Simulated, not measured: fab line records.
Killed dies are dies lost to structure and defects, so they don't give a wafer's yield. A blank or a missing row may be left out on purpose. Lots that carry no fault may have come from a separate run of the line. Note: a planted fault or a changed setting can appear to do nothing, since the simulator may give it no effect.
Code-filled problem report in 8D (eight disciplines) form -- flow nand-harc -- the parts of the form that need people (team, actions taken, sign-off) are left out

## 1. WHAT IS WRONG
At NHARC_P_STI_ETCH_42, oes-product-au averages 0.917 a.u. over 2 wafers from 2 lots, while fault-free wafers read 0.997 a.u., standard deviation 0.012. Relative to the usual mean, that is a shift of -6.7 standard deviations.
The step: etches the open film in N2/H2, target depth 80 nm, overetch 24 nm, time 61 s.
Earliest sighting: wafer L887.2 on rie-diel-08 at day 5 18:43. At this step, 36 wafers from 12 lots have a number in the record. Rule for "out", or "out of limits": more than 4 standard deviations from the usual mean. Any other wafer with a number is counted as sound.

## 2. WHAT IT IS; WHAT IT IS NOT
question,is,is not
which readings at this step,oes-product-au,"drypump-motor-current-A, rf-vpp-V, showerhead-plenum-p-Torr, throttle-valve-pct"
which lots,"L887, L893","L874, L875, L876, L877, L878, L882, L883, L884, L889, L895"
which wafers of those lots,"L887.2, L893.4","L887.1, L887.3, L893.1, L893.3"
read on which tools,rie-diel-08,rie-diel-12
when,from day 5 18:43,"up to then (26 sound wafers); but 8 sound wafers of L889, L893, L895 came after"

## 3. WHAT RULES OUT EACH SUSPECT
Counting: a tool at a process step up to the reading stays a suspect if it ran every lot that is out. Sound lots after the first of them don't rule it out here, since some wafers of a struck lot are sound.
- rie-diel-08 at NHARC_P_STI_ETCH_42 (etches the open film in N2/H2, target depth 80 nm, overetch 24 nm, time 61 s): kept. Ran every lot that is out, first one L887 (day 5 18:43); last sound lot up to then L884 (day 4 20:31). On those wafers its own readings are out: oes-product-au.
Remaining after the count: rie-diel-08 at NHARC_P_STI_ETCH_42.

## 4. THE CAUSE (what the simulator had put in)
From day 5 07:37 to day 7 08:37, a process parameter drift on rie-diel-08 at NHARC_P_STI_ETCH_42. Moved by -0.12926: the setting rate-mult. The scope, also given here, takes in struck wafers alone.
Only this tool survived the counting.

## 5. SEQUENCE OF EFFECTS, ordered by route
Rows list readings where the struck wafers' mean (over those with a number) sits beyond 3 standard deviations from the usual. Readings are gone through only where the record gives a usual standard deviation; hours: the median, over the lots, of the time from a lot's start at the first step in this table giving one to that lot's start at this step; sigmas: the change measured in usual standard deviations.
hours,step,reading,usual,on struck wafers,change,sigmas
0,NHARC_P_STI_ETCH_42,oes-product-au,0.997 a.u.,0.917,-0.080,-6.7
Here are the process steps it includes:
- NHARC_P_STI_ETCH_42: etches the open film in N2/H2, target depth 80 nm, overetch 24 nm, time 61 s.
Later measuring or inspecting steps at which every struck wafer that the step has a row for has a number for every such reading, and none has moved that far: NHARC_P_STI_CD_MEAS_16.

## 6. WHAT WOULD HAVE CAUGHT IT SOONER
In this record no reading fell out of limits until day 5 18:43, 11 hours after the fault had begun at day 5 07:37.
